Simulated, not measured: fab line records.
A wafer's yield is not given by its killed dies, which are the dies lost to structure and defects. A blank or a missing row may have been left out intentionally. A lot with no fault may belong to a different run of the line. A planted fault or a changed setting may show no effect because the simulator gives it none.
Problem report in the 8D (eight disciplines) form, filled by code -- flow n5 finfet -- the parts of the form that need people (team, actions taken, sign-off) are left out

== 1. WHAT WENT WRONG ==
Wafers without a fault read 399.96 C, standard deviation 0.25; susceptor temp C at N5_BEOL_M1_PECVD_72 reads a mean of 386.52 C on 4 wafers belonging to 3 lots. That is -54 standard deviations from the usual mean.
The step: deposits SiO2 from TEOS/O2, target thk 16 nm, time 18 s.
First seen on wafer L727.5, day 9 06:07, on pecvd-03. Wafers with a number at this step in the record: 29, from 10 lots. By rule, "out" or "out of limits" means more than 4 standard deviations away from the usual mean. Any other wafer with a number is counted as sound.

== 2. WHAT IT IS, WHAT IT ISN'T ==
question,is,is not
which readings at this step,susceptor temp C,"showerhead plenum p Torr, throttle valve pct"
which lots,"L727, L728, L730","L714, L716, L720, L731, L733, L734, L735"
which wafers of those lots,"L727.5, L728.3, L728.6, L730.3","L727.2, L727.6, L728.5, L730.1, L730.5"
read on which tools,pecvd-03,"pecvd-01, pecvd-02"
when,from day 9 06:07,"up to then (10 sound wafers); but 15 sound wafers of L728, L730, L731, L733, L734, L735 came after"

== 3. SUSPECTS, AND WHAT RULES EACH OUT ==
Counting: if a tool at a process step up to the reading ran every lot that is out, it stays a suspect. Sound lots after the first of them don't rule it out here, since some wafers of a struck lot are sound.
- pecvd-01 at N5_BEOL_M1_ILD_DEP_00 (deposits SiOC from DEMS/O2, target thk 79 nm, time 15.3 s): kept. It ran every lot that is out, first L727 (day 9 06:01).
- pecvd-03 at N5_BEOL_M1_PECVD_72 (deposits SiO2 from TEOS/O2, target thk 16 nm, time 18 s): kept. Every lot that is out went through it, the first being L727 (day 9 06:07); the last sound lot it ran before that was L720 (day 7 14:07). Out on those wafers are its own readings of susceptor temp C.
- Within pecvd-03 at N5_BEOL_M1_PECVD_72: the wafers that are out ran in chamber 2; their sound lot-mates ran in chambers 0, 1.
After counting, pecvd-01 at N5_BEOL_M1_ILD_DEP_00 and pecvd-03 at N5_BEOL_M1_PECVD_72 remain.

== 4. THE CAUSE (what the simulator had put in) ==
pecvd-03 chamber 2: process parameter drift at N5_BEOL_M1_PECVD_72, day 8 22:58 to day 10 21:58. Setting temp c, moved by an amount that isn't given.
Counting left 2 suspects, and this tool is among them.

== 5. SEQUENCE OF EFFECTS, ordered by route ==
One row per reading whose mean, taken over the struck wafers that have a number, lies over 3 standard deviations from the usual. Readings are gone through only where the record gives a usual standard deviation; hours: the median, over the lots, of the time from a lot's start at the first step in this table giving one to that lot's start at this step; sigmas: the change measured in usual standard deviations.
hours,step,reading,usual,on struck wafers,change,sigmas
0,N5_BEOL_M1_PECVD_72,susceptor temp C,399.96 C,386.52,-13.44,-54
Process steps it contains:
- N5_BEOL_M1_PECVD_72: deposits SiO2 from TEOS/O2, target thk 16 nm, time 18 s.
At these later measuring or inspecting steps, every struck wafer for which the step has a row has a number for every such reading, and none has moved that far: N5_BEOL_M4_RC_MEAS_101.

== 6. HOW IT WOULD HAVE BEEN CAUGHT EARLIER ==
The fault began at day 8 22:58; the first out-of-limits reading in this record came at day 9 06:07, 7 hours later.
